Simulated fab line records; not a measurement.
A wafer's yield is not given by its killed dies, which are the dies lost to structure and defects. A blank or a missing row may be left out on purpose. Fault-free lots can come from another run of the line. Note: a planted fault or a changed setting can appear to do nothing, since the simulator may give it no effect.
Matching of chambers	flow n5-finfet	N5_BEOL_M11_PECVD_70 on pecvd-03 has 3 sister chambers
The step deposits SiO2 from TEOS/O2, target thk 20 nm, time 22.7 s. 6 wafers are shown with their chamber, then 7 later ones without.

== WAFERS PAIRED WITH THEIR CHAMBERS ==
wafer	chamber	throttle-valve-pct (%)	showerhead-plenum-p-Torr (Torr)
L080.2	2	20.0	8.78
L081.4	0	22.6	8.78
L084.5	1	23.8	8.78
L084.6	2	20.0	8.79
L090.2	0	22.4	8.73
L090.3	1	23.6	8.79

== WAFERS WHOSE CHAMBER IS MISSING ==
wafer	throttle-valve-pct (%)	showerhead-plenum-p-Torr (Torr)
L090.5	23.8	8.77
L094.2	20.1	8.80
L094.3	22.5	8.76
L094.5	23.7	8.75
L095.1	23.6	8.80
L095.4	23.7	8.77
L095.6	22.5	8.76

== WHICH CHAMBER EACH WENT THROUGH ==
wafer	from the rows above	in truth
L090.5	1	1
L094.2	2	2
L094.3	0	0
L094.5	1	1
L095.1	1	1
L095.4	1	1
L095.6	0	0
Correctly placed: 7 of 7. From these rows, 0 cannot be placed. 0 placed wrongly.
How it was worked out, from the rows above alone: a wafer's distance from a chamber is the root of the sum, over the readings, of the square of ((its reading less the chamber's mean) divided by the reading's scatter). The wafer belongs to the nearest chamber; if the next one is less than 2 further off, it can't be placed. For every chamber, the mean is computed from those of its wafers that are shown. The scatter is the square root of a quotient: the sum, over the shown wafers, of each reading's squared deviation from its chamber's mean, divided by wafers minus chambers.
